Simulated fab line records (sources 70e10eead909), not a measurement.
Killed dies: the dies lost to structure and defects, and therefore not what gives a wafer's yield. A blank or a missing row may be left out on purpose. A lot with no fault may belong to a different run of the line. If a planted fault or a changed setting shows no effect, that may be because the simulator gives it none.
fab line records    flow nandHarc
[record] lots = 7  wafers = 19  lastDay = 34
route steps=1302 shown A_ONON_D1@426 END@1302
lots untouched by any fault: they come from a run of this same line in which no faults occurred
startH: hours from the record's opening day to when the first of the lot's shown wafers began    waitH: time in hours since the lot's previous step    " identical to the entry in the row above    L1.1+2: one row covering several wafers at once    - no value, or no start was given    * or withheld: withheld    < > ~ a bound
route shown NAME@n: names a module that has steps shown in the file, with the first one's number in the route    usual: the fault-free wafers' mean and standard deviation    same: alike in all rows    chamber/n: place in a boat    sites: readings site by site    _std_site: how widely they spread, as a standard deviation    _edge_site: outer sites' mean less inner sites'    radiusMm: for every site, how far away it sits from the centre of the wafer    mask NAME#n: copy n    behind: tool/chamber where the wafer was last shaped    hold: why the lot went on hold/how many hours it stayed there/how the hold came to an end    device: the n, p or np transistor that did not switch    end of line: at the end of the route, the tests of the same wafers    a step given without rows: its recipe and nothing more    killed: not the wafer's yield, but the dies lost to structure and defects at the first sort    map: a wafer's dies, marking killed ones x, the rest . and places with no die _
set.NAME: setting as actually run; set.NAME@STEP: the setting as run at that earlier step    model.NAME: the simulator's own value behind a step, which no gauge read
lots seen at some steps along the route; tables by step, rows by wafer
services: the hour from which a tool's chamber was out of use, counted from the record's first day as startH (under 0 if before that day), plus the number of hours and why
[[steps]]
[step NHARC_A_ONON_D1_DEP_03]
[recipe] targetThkA = 10000  n2FlowSccm = 2750  n2oFlowSccm = 2000  nh3FlowSccm = 500  sih4FlowSccm = 210  tempC = 400
[step NHARC_A_ONON_D1_THK_MEAS_05]
[recipe] thkMeasGauge = ellipsometry
[usual] thkNm = 1001/9.3
lot.wafer  tool          chamber  startH  waitH  thkNm
L515.2     filmMetro-01  -        207.79  -      1011
L515.4     "             -        "       "      1012
L515.5     "             -        "       "      1011
L522.1     filmMetro-01  -        270.07  -      1004
L522.2     "             -        "       "      1005
L522.4     "             -        "       "      1006
L524.2     filmMetro-02  -        292.33  -      1005
L524.3     "             -        "       "      1004
L524.4     "             -        "       "      1003
L525.2     filmMetro-01  -        309.78  -      989
L525.4     "             -        "       "      987
L528.4     filmMetro-02  -        328.77  -      988
L528.6     "             -        "       "      988
L533.4     filmMetro-01  -        381.73  -      990
L533.5     "             -        "       "      990
L533.6     "             -        "       "      991
L534.4     filmMetro-01  -        390.12  -      985
L534.5     "             -        "       "      983
L534.6     "             -        "       "      985
[step NHARC_A_ONON_D1_DEP_06]
[recipe] targetThkA = 10000  n2FlowSccm = 2750  n2oFlowSccm = 2000  nh3FlowSccm = 500  sih4FlowSccm = 210  tempC = 400
[step NHARC_A_ONON_D1_THK_MEAS_08]
[recipe] thkMeasGauge = ellipsometry
[usual] thkNm = 998/13
lot.wafer  tool          chamber  startH  waitH  thkNm
L515.2     filmMetro-02  -        208.37  -      1029
L515.4     "             -        "       "      1030
L515.5     "             -        "       "      1031
L522.1     filmMetro-01  -        270.64  -      1001
L522.2     "             -        "       "      1002
L522.4     "             -        "       "      1002
L524.2     filmMetro-02  -        292.89  -      995
L524.3     "             -        "       "      993
L524.4     "             -        "       "      993
L525.2     filmMetro-02  -        310.34  -      985
L525.4     "             -        "       "      987
L528.4     filmMetro-02  -        329.34  -      1000
L528.6     "             -        "       "      999
L533.4     filmMetro-01  -        382.30  -      1005
L533.5     "             -        "       "      1003
L533.6     "             -        "       "      1003
L534.4     filmMetro-02  -        390.69  -      976
L534.5     "             -        "       "      978
L534.6     "             -        "       "      979
[step NHARC_A_ONON_D1_DEP_09]
[recipe] targetThkA = 10000  n2FlowSccm = 2750  n2oFlowSccm = 2000  nh3FlowSccm = 500  sih4FlowSccm = 210  tempC = 400
[step NHARC_A_ONON_D1_THK_MEAS_11]
[recipe] thkMeasGauge = ellipsometry
[usual] thkNm = 995/10
lot.wafer  tool          chamber  startH  waitH  thkNm
L515.2     filmMetro-01  -        208.94  -      994
L515.4     "             -        "       "      995
L515.5     "             -        "       "      995
L522.1     filmMetro-02  -        271.21  -      992
L522.2     "             -        "       "      993
L522.4     "             -        "       "      994
L524.2     filmMetro-01  -        293.46  -      1014
L524.3     "             -        "       "      1012
L524.4     "             -        "       "      1012
L525.2     filmMetro-01  -        310.91  -      1000
L525.4     "             -        "       "      998
L528.4     filmMetro-02  -        329.92  -      1000
L528.6     "             -        "       "      998
L533.4     filmMetro-01  -        382.86  -      988
L533.5     "             -        "       "      989
L533.6     "             -        "       "      990
L534.4     filmMetro-01  -        391.26  -      986
L534.5     "             -        "       "      987
L534.6     "             -        "       "      986
[step NHARC_A_ONON_D1_DEP_12]
[recipe] targetThkA = 10000  n2FlowSccm = 2750  n2oFlowSccm = 2000  nh3FlowSccm = 500  sih4FlowSccm = 210  tempC = 400
[step NHARC_A_ONON_D1_THK_MEAS_14]
[recipe] thkMeasGauge = ellipsometry
[usual] thkNm = 998/12
lot.wafer  tool          chamber  startH  waitH  thkNm
L515.2     filmMetro-02  -        209.51  -      1005
L515.4     "             -        "       "      1006
L515.5     "             -        "       "      1008
L522.1     filmMetro-02  -        271.77  -      989
L522.2     "             -        "       "      990
L522.4     "             -        "       "      989
L524.2     filmMetro-02  -        294.03  -      1011
L524.3     "             -        "       "      1009
L524.4     "             -        "       "      1008
L525.2     filmMetro-02  -        311.47  -      1009
L525.4     "             -        "       "      1006
L528.4     filmMetro-01  -        330.48  -      972
L528.6     "             -        "       "      972
L533.4     filmMetro-01  -        383.43  -      998
L533.5     "             -        "       "      998
L533.6     "             -        "       "      1000
L534.4     filmMetro-01  -        391.83  -      985
L534.5     "             -        "       "      984
L534.6     "             -        "       "      984
[step NHARC_A_ONON_D1_ANNEAL_15]
[recipe] tempC = 750  timeS = 3600
[step NHARC_A_ONON_D1_DEP_16]
[recipe] targetThkA = 10000  n2FlowSccm = 2750  n2oFlowSccm = 2000  nh3FlowSccm = 500  sih4FlowSccm = 210  tempC = 400
[step NHARC_A_ONON_D1_THK_MEAS_18]
[recipe] thkMeasGauge = ellipsometry
[usual] thkNm = 1000/11
lot.wafer  tool          chamber  startH  waitH  thkNm
L515.2     filmMetro-02  -        217.31  -      1010
L515.4     "             -        "       "      1010
L515.5     "             -        "       "      1009
L522.1     filmMetro-01  -        279.56  -      988
L522.2     "             -        "       "      988
L522.4     "             -        "       "      988
L524.2     filmMetro-02  -        302.10  -      995
L524.3     "             -        "       "      996
L524.4     "             -        "       "      995
L525.2     filmMetro-01  -        324.30  -      1012
L525.4     "             -        "       "      1010
L528.4     filmMetro-01  -        340.32  -      995
L528.6     "             -        "       "      996
L533.4     filmMetro-01  -        393.33  -      998
L533.5     "             -        "       "      999
L533.6     "             -        "       "      999
L534.4     filmMetro-01  -        399.63  -      987
L534.5     "             -        "       "      985
L534.6     "             -        "       "      989
[step NHARC_A_ONON_D1_DEP_19]
[recipe] targetThkA = 10000  n2FlowSccm = 2750  n2oFlowSccm = 2000  nh3FlowSccm = 500  sih4FlowSccm = 210  tempC = 400
[usual] sih4FlowSccm = 210.1/0.63
lot.wafer  tool          chamber  startH  waitH  sih4FlowSccm
L515.2     pecvdOnon-02  0        217.43  0.1    210.0
L515.4     "             0        "       "      210.7
L515.5     "             0        "       "      209.1
L522.1     pecvdOnon-04  0        279.62  0.1    210.9
L522.2     "             0        "       "      210.0
L522.4     "             0        "       "      209.4
L524.2     pecvdOnon-02  0        302.21  0.1    210.1
L524.3     "             0        "       "      211.0
L524.4     "             0        "       "      210.5
L525.2     pecvdOnon-02  0        324.41  0.1    210.0
L525.4     "             0        "       "      208.9
L528.4     pecvdOnon-02  0        340.55  0.2    210.5
L528.6     "             0        "       "      209.4
L533.4     pecvdOnon-01  0        393.56  0.2    211.3
L533.5     "             0        "       "      210.0
L533.6     "             0        "       "      209.8
L534.4     pecvdOnon-04  0        399.86  0.2    210.4
L534.5     "             0        "       "      210.4
L534.6     "             0        "       "      210.3
[step NHARC_A_ONON_D1_THK_MEAS_21]
[recipe] thkMeasGauge = ellipsometry
[usual] thkNm = 1000/6.8
lot.wafer  tool          chamber  startH  waitH  thkNm
L515.2     filmMetro-02  -        217.88  -      1003
L515.4     "             -        "       "      1001
L515.5     "             -        "       "      1001
L522.1     filmMetro-02  -        280.12  -      1006
L522.2     "             -        "       "      1004
L522.4     "             -        "       "      1005
L524.2     filmMetro-02  -        302.66  -      1011
L524.3     "             -        "       "      1010
L524.4     "             -        "       "      794
L525.2     filmMetro-02  -        324.86  -      998
L525.4     "             -        "       "      778
L528.4     filmMetro-01  -        340.91  -      783
L528.6     "             -        "       "      999
L533.4     filmMetro-01  -        393.90  -      988
L533.5     "             -        "       "      989
L533.6     "             -        "       "      987
L534.4     filmMetro-01  -        400.20  -      1007
L534.5     "             -        "       "      1005
L534.6     "             -        "       "      1006
[step NHARC_A_ONON_D1_DEP_22]
[recipe] targetThkA = 10000  n2FlowSccm = 2750  n2oFlowSccm = 2000  nh3FlowSccm = 500  sih4FlowSccm = 210  tempC = 400
[step NHARC_END_SORT_01]
[recipe] tempC = 25
[usual] killedAtArray = 52/18  killedAtOther = 0.6/0.83  killedAtPeriphery = 4.3/2.8  killedDies = 57/19  killedOpen = 3.4/2  killedShort = 2.5/1.7
[same] grossDies = 677
lot.wafer  tool       chamber  startH  waitH  killedAtArray  killedAtOther  killedAtPeriphery  killedDies  killedOpen  killedShort
L524.4     prober-02  0        690.62  3.4    672            0              5                  677         3           6
L525.4     prober-02  0        705.70  3.4    672            0              5                  677         4           4
L528.4     prober-01  0        716.67  3.4    667            1              9                  677         4           7
L528.6     prober-01  0        718.29  4.1    26             0              6                  32          0           3
// killed by level:class
L524.4 A_ONON_D1:areaDep=649 A_CHANNEL_HOLE_D2:chamberFilmFlake=11 P_CONTACT:geometricParticle:open=2 A_WL_FILL:geometricParticle:short=2 A_CHANNEL_HOLE_D1:chamberFilmFlake=2 A_DECK1_JOINT:chamberFilmFlake=2 A_SLIT:chamberFilmFlake=2 P_STI:geometricParticle:short=1
L525.4 A_ONON_D1:areaDep=606 A_CHANNEL_HOLE_D1:chamberFilmFlake=33 A_CHANNEL_HOLE_D2:chamberFilmFlake=15 A_CONTACT:chamberFilmFlake=6 A_SLIT:chamberFilmFlake=3 P_M0:geometricParticle:short=2 A_ONON_D2:geometricParticle:short=2 P_ZERO_WELL:chamberFilmFlake=2
L528.4 A_ONON_D1:areaDep=626 A_CHANNEL_HOLE_D1:chamberFilmFlake=12 P_GATE:chamberFilmFlake=9 A_STAIRCASE:chamberFilmFlake=7 A_SLIT:chamberFilmFlake=5 A_CONTACT:chamberFilmFlake=5 A_CHANNEL_FILL_D2:geometricParticle:short=3 A_WL_FILL:geometricParticle:short=2
L528.6 A_CHANNEL_HOLE_D1:chamberFilmFlake=9 P_GATE:chamberFilmFlake=6 A_STAIRCASE:chamberFilmFlake=6 A_CONTACT:chamberFilmFlake=4 A_SLIT:chamberFilmFlake=3 A_SGD_CUT:geometricParticle:short=1 A_WL_FILL:geometricParticle:short=1 A_CONTACT:geometricParticle:short=1
// map L524.4 (x killed, . not)
____________x____________
_________xxxxxxx_________
_______xxxxxxxxxxx_______
______xxxxxxxxxxxxx______
_____xxxxxxxxxxxxxxx_____
____xxxxxxxxxxxxxxxxx____
____xxxxxxxxxxxxxxxxx____
___xxxxxxxxxxxxxxxxxxx___
___xxxxxxxxxxxxxxxxxxx___
__xxxxxxxxxxxxxxxxxxxxx__
__xxxxxxxxxxxxxxxxxxxxx__
_xxxxxxxxxxxxxxxxxxxxxxx_
_xxxxxxxxxxxxxxxxxxxxxxx_
_xxxxxxxxxxxxxxxxxxxxxxx_
_xxxxxxxxxxxxxxxxxxxxxxx_
_xxxxxxxxxxxxxxxxxxxxxxx_
xxxxxxxxxxxxxxxxxxxxxxxxx
xxxxxxxxxxxxxxxxxxxxxxxxx
xxxxxxxxxxxxxxxxxxxxxxxxx
xxxxxxxxxxxxxxxxxxxxxxxxx
xxxxxxxxxxxxxxxxxxxxxxxxx
_xxxxxxxxxxxxxxxxxxxxxxx_
_xxxxxxxxxxxxxxxxxxxxxxx_
_xxxxxxxxxxxxxxxxxxxxxxx_
_xxxxxxxxxxxxxxxxxxxxxxx_
_xxxxxxxxxxxxxxxxxxxxxxx_
__xxxxxxxxxxxxxxxxxxxxx__
__xxxxxxxxxxxxxxxxxxxxx__
___xxxxxxxxxxxxxxxxxxx___
___xxxxxxxxxxxxxxxxxxx___
____xxxxxxxxxxxxxxxxx____
____xxxxxxxxxxxxxxxxx____
_____xxxxxxxxxxxxxxx_____
______xxxxxxxxxxxxx______
_______xxxxxxxxxxx_______
_________xxxxxxx_________
____________x____________
// map L525.4 (x killed, . not)
____________x____________
_________xxxxxxx_________
_______xxxxxxxxxxx_______
______xxxxxxxxxxxxx______
_____xxxxxxxxxxxxxxx_____
____xxxxxxxxxxxxxxxxx____
____xxxxxxxxxxxxxxxxx____
___xxxxxxxxxxxxxxxxxxx___
___xxxxxxxxxxxxxxxxxxx___
__xxxxxxxxxxxxxxxxxxxxx__
__xxxxxxxxxxxxxxxxxxxxx__
_xxxxxxxxxxxxxxxxxxxxxxx_
_xxxxxxxxxxxxxxxxxxxxxxx_
_xxxxxxxxxxxxxxxxxxxxxxx_
_xxxxxxxxxxxxxxxxxxxxxxx_
_xxxxxxxxxxxxxxxxxxxxxxx_
xxxxxxxxxxxxxxxxxxxxxxxxx
xxxxxxxxxxxxxxxxxxxxxxxxx
xxxxxxxxxxxxxxxxxxxxxxxxx
xxxxxxxxxxxxxxxxxxxxxxxxx
xxxxxxxxxxxxxxxxxxxxxxxxx
_xxxxxxxxxxxxxxxxxxxxxxx_
_xxxxxxxxxxxxxxxxxxxxxxx_
_xxxxxxxxxxxxxxxxxxxxxxx_
_xxxxxxxxxxxxxxxxxxxxxxx_
_xxxxxxxxxxxxxxxxxxxxxxx_
__xxxxxxxxxxxxxxxxxxxxx__
__xxxxxxxxxxxxxxxxxxxxx__
___xxxxxxxxxxxxxxxxxxx___
___xxxxxxxxxxxxxxxxxxx___
____xxxxxxxxxxxxxxxxx____
____xxxxxxxxxxxxxxxxx____
_____xxxxxxxxxxxxxxx_____
______xxxxxxxxxxxxx______
_______xxxxxxxxxxx_______
_________xxxxxxx_________
____________x____________
[[services]]
tool          chamber  startH  hours  kind
pecvdOnon-01  -        269.21  13.0   pm
pecvdOnon-04  -        311.00  13.0   pm
pecvdOnon-02  -        366.09  13.0   pm
[[key]]
[firstSign] step = NHARC_A_ONON_D1_THK_MEAS_21  reading = thkNm  direction = down  sigmas = 31  usual = 1000  struck = 785
[effect] step = NHARC_END_SORT_01  reading = killedAtArray  direction = up  sigmas = 34  usual = 52  struck = 670
[moreKillsBornAt] NHARC_A_ONON_D1_DEP_19@pecvdOnon-02 = 1881
metAt NHARC_A_ONON_D1_DEP_19
struckWafers L524.4,L525.4,L528.4
laterRowsLeftOut L524.4,L525.4,L528.4
testerLeftOut L524,L525,L528
onsetBetween 217.43 302.21
[fault] kind = processParameterDrift  tool = pecvdOnon-02  chamber = -  onsetH = 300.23  steps = NHARC_A_ONON_D1_DEP_19  channel = targetThkA  offset = *  shape = step  endH = 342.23  scope = struckWafersOnly  actsIn = *  stated = *
// testerLeftOut: of these lots the tester's yield and bins aren't shown, on N5 and GAA mostly nor the transistor test; their killed dies are dies lost to structure and defects alone, not to doping, threshold or leakage, so they don't give the yield
// laterRowsLeftOut: the simulator's readings of these wafers behind a module that went badly wrong aren't trusted and aren't shown, but for the sort
